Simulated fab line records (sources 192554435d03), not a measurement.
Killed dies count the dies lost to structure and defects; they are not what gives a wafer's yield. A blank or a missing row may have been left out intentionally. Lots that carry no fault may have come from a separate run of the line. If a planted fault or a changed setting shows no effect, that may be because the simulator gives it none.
Which tool is to blame? :: flow n5 finfet :: 72 wafers from 24 lots sampled at 6 of the route's 1938 steps

WHAT THE GAUGES SHOWED, per wafer
N5_ILD0_THK_MEAS_04.
lot: L074
measured: day 3 17:29
on: film metro-01
thk nm (nm): 198.0 197.6 198.3

lot: L075
measured: day 3 21:15
on: film metro-02
thk nm (nm): 197.0 197.5 197.0

lot: L076
measured: day 4 04:49
on: film metro-02
thk nm (nm): 198.1 199.3 197.4

lot: L077
measured: day 4 08:37
on: film metro-01
thk nm (nm): 196.7 197.8 196.3

lot: L078
measured: day 4 15:06
on: film metro-01
thk nm (nm): 198.9 200.0 198.8

lot: L079
measured: day 4 17:46
on: film metro-02
thk nm (nm): 196.0 197.5 195.6

lot: L080
measured: day 5 03:19
on: film metro-01
thk nm (nm): 196.6 197.3 197.5

lot: L081
measured: day 5 08:16
on: film metro-02
thk nm (nm): 198.4 195.9 196.1

lot: L082
measured: day 5 13:26
on: film metro-02
thk nm (nm): 195.7 197.5 196.9

lot: L083
measured: day 5 19:17
on: film metro-01
thk nm (nm): 196.9 198.7 196.8

lot: L084
measured: day 6 00:43
on: film metro-02
thk nm (nm): 197.3 198.5 196.9

lot: L085
measured: day 6 10:47
on: film metro-02
thk nm (nm): 198.9 198.4 198.7

lot: L086
measured: day 6 21:14
on: film metro-02
thk nm (nm): 197.5 197.2 195.4

lot: L087
measured: day 6 21:59
on: film metro-01
thk nm (nm): 197.7 198.5 195.2

lot: L088
measured: day 7 05:54
on: film metro-01
thk nm (nm): 197.0 196.6 198.0

lot: L089
measured: day 7 07:26
on: film metro-02
thk nm (nm): 197.7 197.3 195.7

lot: L090
measured: day 7 13:00
on: film metro-02
thk nm (nm): 196.7 196.9 197.2

lot: L091
measured: day 8 00:03
on: film metro-02
thk nm (nm): 196.2 196.7 198.5

lot: L092
measured: day 8 01:03
on: film metro-01
thk nm (nm): 194.9 197.2 196.3

lot: L093
measured: day 8 07:20
on: film metro-02
thk nm (nm): 196.0 195.8 197.4

lot: L094
measured: day 8 15:09
on: film metro-02
thk nm (nm): 197.7 198.6 197.6

lot: L095
measured: day 9 00:43
on: film metro-01
thk nm (nm): 196.2 198.2 198.1

lot: L096
measured: day 9 02:30
on: film metro-01
thk nm (nm): 197.3 199.0 197.2

lot: L097
measured: day 9 07:05
on: film metro-02
thk nm (nm): 197.5 198.9 196.9

N5_SDB_INSPECT_13: inspects for defects (brightfield).
lot: L074
measured: day 3 21:36
on: defect inspect-01
raw defect count: 81 97 86

lot: L075
measured: day 4 01:21
on: defect inspect-01
raw defect count: 52 83 75

lot: L076
measured: day 4 08:49
on: defect inspect-02
raw defect count: 45 41 30

lot: L077
measured: day 4 12:43
on: defect inspect-02
raw defect count: 46 46 55

lot: L078
measured: day 4 19:25
on: defect inspect-02
raw defect count: 71 74 100

lot: L079
measured: day 4 21:49
on: defect inspect-02
raw defect count: 53 80 54

lot: L080
measured: day 5 07:29
on: defect inspect-01
raw defect count: 74 89 54

lot: L081
measured: day 5 12:16
on: defect inspect-01
raw defect count: 62 69 59

lot: L082
measured: day 5 18:30
on: defect inspect-02
raw defect count: 46 65 68

lot: L083
measured: day 5 23:29
on: defect inspect-01
raw defect count: 134 55 44

lot: L084
measured: day 6 04:50
on: defect inspect-01
raw defect count: 59 84 53

lot: L085
measured: day 6 15:09
on: defect inspect-01
raw defect count: 37 54 61

lot: L086
measured: day 7 01:20
on: defect inspect-01
raw defect count: 96 182 71

lot: L087
measured: day 7 02:05
on: defect inspect-01
raw defect count: 83 32 90

lot: L088
measured: day 7 10:01
on: defect inspect-01
raw defect count: 67 91 81

lot: L089
measured: day 7 11:45
on: defect inspect-01
raw defect count: 66 161 91

lot: L090
measured: day 7 17:11
on: defect inspect-01
raw defect count: 81 62 37

lot: L091
measured: day 8 04:16
on: defect inspect-02
raw defect count: 42 70 80

lot: L092
measured: day 8 05:34
on: defect inspect-01
raw defect count: 48 73 55

lot: L093
measured: day 8 11:46
on: defect inspect-01
raw defect count: 69 98 101

lot: L094
measured: day 8 19:08
on: defect inspect-01
raw defect count: 55 51 49

lot: L095
measured: day 9 04:46
on: defect inspect-02
raw defect count: 38 51 42

lot: L096
measured: day 9 06:53
on: defect inspect-02
raw defect count: 94 47 133

lot: L097
measured: day 9 11:14
on: defect inspect-01
raw defect count: 87 71 50

N5_SDB_INSPECT_36: inspects for defects (darkfield).
lot: L074
measured: day 4 01:36
on: defect inspect-01
raw defect count: 40 97 44

lot: L075
measured: day 4 05:40
on: defect inspect-01
raw defect count: 26 19 41

lot: L076
measured: day 4 12:42
on: defect inspect-01
raw defect count: 52 30 17

lot: L077
measured: day 4 16:37
on: defect inspect-01
raw defect count: 33 31 18

lot: L078
measured: day 5 00:38
on: defect inspect-01
raw defect count: 43 34 86

lot: L079
measured: day 5 02:36
on: defect inspect-02
raw defect count: 33 63 52

lot: L080
measured: day 5 11:43
on: defect inspect-02
raw defect count: 37 22 36

lot: L081
measured: day 5 16:18
on: defect inspect-02
raw defect count: 31 57 20

lot: L082
measured: day 5 23:55
on: defect inspect-02
raw defect count: 25 29 33

lot: L083
measured: day 6 03:22
on: defect inspect-01
raw defect count: 51 35 39

lot: L084
measured: day 6 09:42
on: defect inspect-02
raw defect count: 48 40 50

lot: L085
measured: day 6 19:31
on: defect inspect-01
raw defect count: 21 32 35

lot: L086
measured: day 7 05:29
on: defect inspect-02
raw defect count: 22 29 39

lot: L087
measured: day 7 06:10
on: defect inspect-02
raw defect count: 18 16 47

lot: L088
measured: day 7 14:44
on: defect inspect-02
raw defect count: 83 42 31

lot: L089
measured: day 7 16:03
on: defect inspect-01
raw defect count: 25 25 36

lot: L090
measured: day 7 21:04
on: defect inspect-02
raw defect count: 71 110 93

lot: L091
measured: day 8 08:20
on: defect inspect-01
raw defect count: 34 24 29

lot: L092
measured: day 8 09:42
on: defect inspect-02
raw defect count: 27 45 64

lot: L093
measured: day 8 15:40
on: defect inspect-01
raw defect count: 47 49 28

lot: L094
measured: day 8 23:27
on: defect inspect-02
raw defect count: 30 29 31

lot: L095
measured: day 9 09:07
on: defect inspect-02
raw defect count: 47 58 60

lot: L096
measured: day 9 10:56
on: defect inspect-01
raw defect count: 40 47 64

lot: L097
measured: day 9 15:19
on: defect inspect-01
raw defect count: 14 48 21

EACH LOT AND THE TOOL THAT RAN IT (in order: tool; ch and the chambers of the sampled wafers; start)
lot: L074
N5_SD_EPI_N_ETCH_34: rie diel-05 ch 0,1,2, day 3 05:25
N5_SD_EPI_N_STRIP_38: plasma asher-01 ch 0,1, day 3 06:10
N5_SD_EPI_N_LINER_46: ald sin-01 ch 1,2, day 3 09:13

lot: L075
N5_SD_EPI_N_ETCH_34: rie diel-02 ch 0,2,3, day 3 09:37
N5_SD_EPI_N_STRIP_38: plasma asher-01 ch 0,1, day 3 10:23
N5_SD_EPI_N_LINER_46: ald sin-03 ch 0,1,3, day 3 13:18

lot: L076
N5_SD_EPI_N_ETCH_34: rie diel-04 ch 1,2,3, day 3 17:21
N5_SD_EPI_N_STRIP_38: plasma asher-02 ch 0,1, day 3 18:05
N5_SD_EPI_N_LINER_46: ald sin-01 ch 2,3, day 3 21:00

lot: L077
N5_SD_EPI_N_ETCH_34: rie diel-05 ch 0,2, day 3 21:01
N5_SD_EPI_N_STRIP_38: plasma asher-02 ch 0,1, day 3 21:46
N5_SD_EPI_N_LINER_46: ald sin-02 ch 1,2,3, day 4 00:41

lot: L078
N5_SD_EPI_N_ETCH_34: rie diel-02 ch 0,1,2, day 4 03:16
N5_SD_EPI_N_STRIP_38: plasma asher-02 ch 0,1, day 4 04:01
N5_SD_EPI_N_LINER_46: ald sin-02 ch 0,2,3, day 4 07:05

lot: L079
N5_SD_EPI_N_ETCH_34: rie diel-02 ch 0,2, day 4 05:58
N5_SD_EPI_N_STRIP_38: plasma asher-02 ch 0,1, day 4 06:43
N5_SD_EPI_N_LINER_46: ald sin-03 ch 0,2, day 4 09:38

lot: L080
N5_SD_EPI_N_ETCH_34: rie diel-02 ch 0,1,3, day 4 12:04
N5_SD_EPI_N_STRIP_38: plasma asher-02 ch 0,1, day 4 12:48
N5_SD_EPI_N_LINER_46: ald sin-01 ch 1,2, day 4 17:52

lot: L081
N5_SD_EPI_N_ETCH_34: rie diel-05 ch 1,2,3, day 4 19:31
N5_SD_EPI_N_STRIP_38: plasma asher-02 ch 0,1, day 4 20:17
N5_SD_EPI_N_LINER_46: ald sin-01 ch 1,2,3, day 4 23:12

lot: L082
N5_SD_EPI_N_ETCH_34: rie diel-04 ch 0,2,3, day 5 01:47
N5_SD_EPI_N_STRIP_38: plasma asher-02 ch 0,1, day 5 02:33
N5_SD_EPI_N_LINER_46: ald sin-01 ch 1,2,3, day 5 05:27

lot: L083
N5_SD_EPI_N_ETCH_34: rie diel-05 ch 1,2,3, day 5 07:46
N5_SD_EPI_N_STRIP_38: plasma asher-01 ch 0,1, day 5 08:31
N5_SD_EPI_N_LINER_46: ald sin-03 ch 0,1,3, day 5 11:29

lot: L084
N5_SD_EPI_N_ETCH_34: rie diel-02 ch 0,2,3, day 5 12:20
N5_SD_EPI_N_STRIP_38: plasma asher-01 ch 0,1, day 5 13:04
N5_SD_EPI_N_LINER_46: ald sin-03 ch 1,2,3, day 5 16:47

lot: L085
N5_SD_EPI_N_ETCH_34: rie diel-02 ch 0,3, day 5 21:15
N5_SD_EPI_N_STRIP_38: plasma asher-01 ch 0,1, day 5 22:01
N5_SD_EPI_N_LINER_46: ald sin-01 ch 1,2,3, day 6 01:56

lot: L086
N5_SD_EPI_N_ETCH_34: rie diel-04 ch 0,1,3, day 6 07:30
N5_SD_EPI_N_STRIP_38: plasma asher-02 ch 0,1, day 6 08:14
N5_SD_EPI_N_LINER_46: ald sin-01 ch 1,2, day 6 12:52

lot: L087
N5_SD_EPI_N_ETCH_34: rie diel-02 ch 1,2, day 6 08:10
N5_SD_EPI_N_STRIP_38: plasma asher-01 ch 0,1, day 6 08:55
N5_SD_EPI_N_LINER_46: ald sin-01 ch 1,2, day 6 12:40

lot: L088
N5_SD_EPI_N_ETCH_34: rie diel-04 ch 0,1,3, day 6 15:52
N5_SD_EPI_N_STRIP_38: plasma asher-01 ch 0,1, day 6 16:37
N5_SD_EPI_N_LINER_46: ald sin-01 ch 0,1,2, day 6 20:25

lot: L089
N5_SD_EPI_N_ETCH_34: rie diel-05 ch 0,1, day 6 18:55
N5_SD_EPI_N_STRIP_38: plasma asher-01 ch 0,1, day 6 19:40
N5_SD_EPI_N_LINER_46: ald sin-02 ch 0,3, day 6 22:42

lot: L090
N5_SD_EPI_N_ETCH_34: rie diel-04 ch 0,3, day 6 23:49
N5_SD_EPI_N_STRIP_38: plasma asher-01 ch 0,1, day 7 00:35
N5_SD_EPI_N_LINER_46: ald sin-03 ch 1,3, day 7 04:52

lot: L091
N5_SD_EPI_N_ETCH_34: rie diel-04 ch 1,2,3, day 7 09:30
N5_SD_EPI_N_STRIP_38: plasma asher-01 ch 0,1, day 7 10:15
N5_SD_EPI_N_LINER_46: ald sin-02 ch 0,1,2, day 7 14:04

lot: L092
N5_SD_EPI_N_ETCH_34: rie diel-05 ch 0,3, day 7 12:59
N5_SD_EPI_N_STRIP_38: plasma asher-01 ch 0,1, day 7 13:44
N5_SD_EPI_N_LINER_46: ald sin-01 ch 1,2,3, day 7 16:43

lot: L093
N5_SD_EPI_N_ETCH_34: rie diel-04 ch 0,2,3, day 7 18:06
N5_SD_EPI_N_STRIP_38: plasma asher-02 ch 0,1, day 7 18:52
N5_SD_EPI_N_LINER_46: ald sin-03 ch 0,1,2, day 7 22:10

lot: L094
N5_SD_EPI_N_ETCH_34: rie diel-02 ch 1,2,3, day 8 02:17
N5_SD_EPI_N_STRIP_38: plasma asher-02 ch 0,1, day 8 03:04
N5_SD_EPI_N_LINER_46: ald sin-02 ch 1,2,3, day 8 06:04

lot: L095
N5_SD_EPI_N_ETCH_34: rie diel-02 ch 0,1, day 8 09:07
N5_SD_EPI_N_STRIP_38: plasma asher-02 ch 0,1, day 8 09:52
N5_SD_EPI_N_LINER_46: ald sin-03 ch 0,2,3, day 8 12:52

lot: L096
N5_SD_EPI_N_ETCH_34: rie diel-04 ch 0,2, day 8 14:22
N5_SD_EPI_N_STRIP_38: plasma asher-02 ch 0,1, day 8 15:07
N5_SD_EPI_N_LINER_46: ald sin-03 ch 0,2,3, day 8 18:07

lot: L097
N5_SD_EPI_N_ETCH_34: rie diel-02 ch 1,2, day 8 19:20
N5_SD_EPI_N_STRIP_38: plasma asher-01 ch 0,1, day 8 20:06
N5_SD_EPI_N_LINER_46: ald sin-03 ch 0,1,2, day 8 23:06
- N5_SD_EPI_N_ETCH_34: etches SiARC in CF4, target depth 45.5 nm, time 75.8 s.
- N5_SD_EPI_N_STRIP_38: strips in N2/H2.
- N5_SD_EPI_N_LINER_46: material SiNx, target thk 3 nm.

AS READ BY THE TOOLS THEMSELVES (means over the sampled wafers that have a number; for cases with no such wafer, the mark the record gives instead)
N5_SD_EPI_N_ETCH_34.
lot: L074
tool: rie diel-05
drypump motor current A (A): 5.9
etch rf on time s (s): 79.1
oes product au (a.u.): 0.62
rf vpp V (V): 184.1
showerhead plenum p Torr (Torr): 2.13
throttle valve pct (%): 15.70

lot: L075
tool: rie diel-02
drypump motor current A (A): 5.7
etch rf on time s (s): 75.3
oes product au (a.u.): 0.67
rf vpp V (V): 183.9
showerhead plenum p Torr (Torr): 2.15
throttle valve pct (%): 15.54

lot: L076
tool: rie diel-04
drypump motor current A (A): 5.7
etch rf on time s (s): 77.9
oes product au (a.u.): 0.63
rf vpp V (V): 184.9
showerhead plenum p Torr (Torr): 2.17
throttle valve pct (%): 15.77

lot: L077
tool: rie diel-05
drypump motor current A (A): 5.5
etch rf on time s (s): 77.1
oes product au (a.u.): 0.64
rf vpp V (V): 184.5
showerhead plenum p Torr (Torr): 2.19
throttle valve pct (%): 15.59

lot: L078
tool: rie diel-02
drypump motor current A (A): 6.0
etch rf on time s (s): 77.5
oes product au (a.u.): 0.66
rf vpp V (V): 185.0
showerhead plenum p Torr (Torr): 2.18
throttle valve pct (%): 15.58

lot: L079
tool: rie diel-02
drypump motor current A (A): 6.0
etch rf on time s (s): 77.0
oes product au (a.u.): 0.65
rf vpp V (V): 183.8
showerhead plenum p Torr (Torr): 2.12
throttle valve pct (%): 15.52

lot: L080
tool: rie diel-02
drypump motor current A (A): 5.5
etch rf on time s (s): 77.0
oes product au (a.u.): 0.62
rf vpp V (V): 184.1
showerhead plenum p Torr (Torr): 2.13
throttle valve pct (%): 15.64

lot: L081
tool: rie diel-05
drypump motor current A (A): 6.0
etch rf on time s (s): 77.5
oes product au (a.u.): 0.63
rf vpp V (V): 183.7
showerhead plenum p Torr (Torr): 2.14
throttle valve pct (%): 15.64

lot: L082
tool: rie diel-04
drypump motor current A (A): 5.8
etch rf on time s (s): 76.3
oes product au (a.u.): 0.66
rf vpp V (V): 183.9
showerhead plenum p Torr (Torr): 2.12
throttle valve pct (%): 15.57

lot: L083
tool: rie diel-05
drypump motor current A (A): 6.0
etch rf on time s (s): 77.8
oes product au (a.u.): 0.63
rf vpp V (V): 184.2
showerhead plenum p Torr (Torr): 2.14
throttle valve pct (%): 15.65

lot: L084
tool: rie diel-02
drypump motor current A (A): 5.7
etch rf on time s (s): 75.3
oes product au (a.u.): 0.66
rf vpp V (V): 184.1
showerhead plenum p Torr (Torr): 2.15
throttle valve pct (%): 15.57

lot: L085
tool: rie diel-02
drypump motor current A (A): 5.2
etch rf on time s (s): 75.4
oes product au (a.u.): 0.61
rf vpp V (V): 183.9
showerhead plenum p Torr (Torr): 2.09
throttle valve pct (%): 15.64

lot: L086
tool: rie diel-04
drypump motor current A (A): 5.6
etch rf on time s (s): 78.1
oes product au (a.u.): 0.63
rf vpp V (V): 184.4
showerhead plenum p Torr (Torr): 2.18
throttle valve pct (%): 15.76

lot: L087
tool: rie diel-02
drypump motor current A (A): 6.0
etch rf on time s (s): 76.8
oes product au (a.u.): 0.66
rf vpp V (V): 185.2
showerhead plenum p Torr (Torr): 2.23
throttle valve pct (%): 15.67

lot: L088
tool: rie diel-04
drypump motor current A (A): 5.5
etch rf on time s (s): 78.7
oes product au (a.u.): 0.63
rf vpp V (V): 183.9
showerhead plenum p Torr (Torr): 2.17
throttle valve pct (%): 15.77

lot: L089
tool: rie diel-05
drypump motor current A (A): 6.2
etch rf on time s (s): 81.1
oes product au (a.u.): 0.58
rf vpp V (V): 183.2
showerhead plenum p Torr (Torr): 2.07
throttle valve pct (%): 15.88

lot: L090
tool: rie diel-04
drypump motor current A (A): 5.6
etch rf on time s (s): 76.7
oes product au (a.u.): 0.66
rf vpp V (V): 184.0
showerhead plenum p Torr (Torr): 2.13
throttle valve pct (%): 15.53

lot: L091
tool: rie diel-04
drypump motor current A (A): 5.7
etch rf on time s (s): 76.7
oes product au (a.u.): 0.62
rf vpp V (V): 184.5
showerhead plenum p Torr (Torr): 2.16
throttle valve pct (%): 15.84

lot: L092
tool: rie diel-05
drypump motor current A (A): 5.9
etch rf on time s (s): 77.4
oes product au (a.u.): 0.63
rf vpp V (V): 184.1
showerhead plenum p Torr (Torr): 2.13
throttle valve pct (%): 15.81

lot: L093
tool: rie diel-04
drypump motor current A (A): 5.8
etch rf on time s (s): 76.6
oes product au (a.u.): 0.64
rf vpp V (V): 183.9
showerhead plenum p Torr (Torr): 2.11
throttle valve pct (%): 15.61

lot: L094
tool: rie diel-02
drypump motor current A (A): 5.7
etch rf on time s (s): 75.1
oes product au (a.u.): 0.65
rf vpp V (V): 185.1
showerhead plenum p Torr (Torr): 2.19
throttle valve pct (%): 15.66

lot: L095
tool: rie diel-02
drypump motor current A (A): 5.8
etch rf on time s (s): 79.9
oes product au (a.u.): 0.59
rf vpp V (V): 184.2
showerhead plenum p Torr (Torr): 2.14
throttle valve pct (%): 15.74

lot: L096
tool: rie diel-04
drypump motor current A (A): 5.9
etch rf on time s (s): 76.0
oes product au (a.u.): 0.65
rf vpp V (V): 182.6
showerhead plenum p Torr (Torr): 2.06
throttle valve pct (%): 15.44

lot: L097
tool: rie diel-02
drypump motor current A (A): 6.2
etch rf on time s (s): 75.5
oes product au (a.u.): 0.68
rf vpp V (V): 184.7
showerhead plenum p Torr (Torr): 2.24
throttle valve pct (%): 15.61

N5_SD_EPI_N_STRIP_38.
lot: L074
tool: plasma asher-01
drypump motor current A (A): 5.71
heater power w (W): 316
oes product au (a.u.): 0.755

lot: L075
tool: plasma asher-01
drypump motor current A (A): 5.71
heater power w (W): 325
oes product au (a.u.): 0.761

lot: L076
tool: plasma asher-02
drypump motor current A (A): 6.06
heater power w (W): 346
oes product au (a.u.): 0.758

lot: L077
tool: plasma asher-02
drypump motor current A (A): 6.05
heater power w (W): 344
oes product au (a.u.): 0.767

lot: L078
tool: plasma asher-02
drypump motor current A (A): 6.06
heater power w (W): 346
oes product au (a.u.): 0.768

lot: L079
tool: plasma asher-02
drypump motor current A (A): 5.84
heater power w (W): 359
oes product au (a.u.): 0.765

lot: L080
tool: plasma asher-02
drypump motor current A (A): 5.87
heater power w (W): 364
oes product au (a.u.): 0.766

lot: L081
tool: plasma asher-02
drypump motor current A (A): 5.87
heater power w (W): 364
oes product au (a.u.): 0.750

lot: L082
tool: plasma asher-02
drypump motor current A (A): 6.06
heater power w (W): 344
oes product au (a.u.): 0.769

lot: L083
tool: plasma asher-01
drypump motor current A (A): 5.72
heater power w (W): 316
oes product au (a.u.): 0.763

lot: L084
tool: plasma asher-01
drypump motor current A (A): 5.74
heater power w (W): 318
oes product au (a.u.): 0.762

lot: L085
tool: plasma asher-01
drypump motor current A (A): 5.80
heater power w (W): 322
oes product au (a.u.): 0.769

lot: L086
tool: plasma asher-02
drypump motor current A (A): 5.88
heater power w (W): 360
oes product au (a.u.): 0.753

lot: L087
tool: plasma asher-01
drypump motor current A (A): 5.72
heater power w (W): 315
oes product au (a.u.): 0.764

lot: L088
tool: plasma asher-01
drypump motor current A (A): 5.73
heater power w (W): 316
oes product au (a.u.): 0.757

lot: L089
tool: plasma asher-01
drypump motor current A (A): 5.73
heater power w (W): 317
oes product au (a.u.): 0.777

lot: L090
tool: plasma asher-01
drypump motor current A (A): 5.72
heater power w (W): 318
oes product au (a.u.): 0.741

lot: L091
tool: plasma asher-01
drypump motor current A (A): 5.74
heater power w (W): 318
oes product au (a.u.): 0.765

lot: L092
tool: plasma asher-01
drypump motor current A (A): 5.81
heater power w (W): 322
oes product au (a.u.): 0.755

lot: L093
tool: plasma asher-02
drypump motor current A (A): 5.88
heater power w (W): 358
oes product au (a.u.): 0.762

lot: L094
tool: plasma asher-02
drypump motor current A (A): 6.07
heater power w (W): 341
oes product au (a.u.): 0.761

lot: L095
tool: plasma asher-02
drypump motor current A (A): 6.08
heater power w (W): 348
oes product au (a.u.): 0.756

lot: L096
tool: plasma asher-02
drypump motor current A (A): 6.04
heater power w (W): 343
oes product au (a.u.): 0.757

lot: L097
tool: plasma asher-01
drypump motor current A (A): 5.72
heater power w (W): 320
oes product au (a.u.): 0.756

N5_SD_EPI_N_LINER_46.
lot: L074
tool: ald sin-01
heater power w (W): 861

lot: L075
tool: ald sin-03
heater power w (W): 836

lot: L076
tool: ald sin-01
heater power w (W): 935

lot: L077
tool: ald sin-02
heater power w (W): 899

lot: L078
tool: ald sin-02
heater power w (W): 887

lot: L079
tool: ald sin-03
heater power w (W): 770

lot: L080
tool: ald sin-01
heater power w (W): 854

lot: L081
tool: ald sin-01
heater power w (W): 901

lot: L082
tool: ald sin-01
heater power w (W): 897

lot: L083
tool: ald sin-03
heater power w (W): 836

lot: L084
tool: ald sin-03
heater power w (W): 867

lot: L085
tool: ald sin-01
heater power w (W): 923

lot: L086
tool: ald sin-01
heater power w (W): 825

lot: L087
tool: ald sin-01
heater power w (W): 871

lot: L088
tool: ald sin-01
heater power w (W): 863

lot: L089
tool: ald sin-02
heater power w (W): 881

lot: L090
tool: ald sin-03
heater power w (W): 865

lot: L091
tool: ald sin-02
heater power w (W): 896

lot: L092
tool: ald sin-01
heater power w (W): 896

lot: L093
tool: ald sin-03
heater power w (W): 823

lot: L094
tool: ald sin-02
heater power w (W): 897

lot: L095
tool: ald sin-03
heater power w (W): 816

lot: L096
tool: ald sin-03
heater power w (W): 808

lot: L097
tool: ald sin-03
heater power w (W): 822

THE ANSWER, worked out from the rows above alone
Rule: usual is defined by the lots themselves. Put in order of their means at a reading, lots are off if they are a third of the lots or fewer, leave a main group of 4 or more, and stand apart from it by a gap of 3 or more times the standard deviation of the main group's means; of several such gaps the widest counts. If all means in a main group match to the digits the tables above print for the reading, that group is not used. Also off: a lot with no number at a reading for which 4 or more lots have one. All remaining lots with rows at the step are treated as sound. After the gauges, taken in route order, come the tools' own readings; for these a lot's mean is taken, as printed above. The first step at which some lot is off is used, and at that step the reading that is off furthest; a lot without a number counts as furthest.
No lot is off on any of the readings shown, so nothing can be concluded from this.

WHAT THE SIMULATOR HAD PUT IN
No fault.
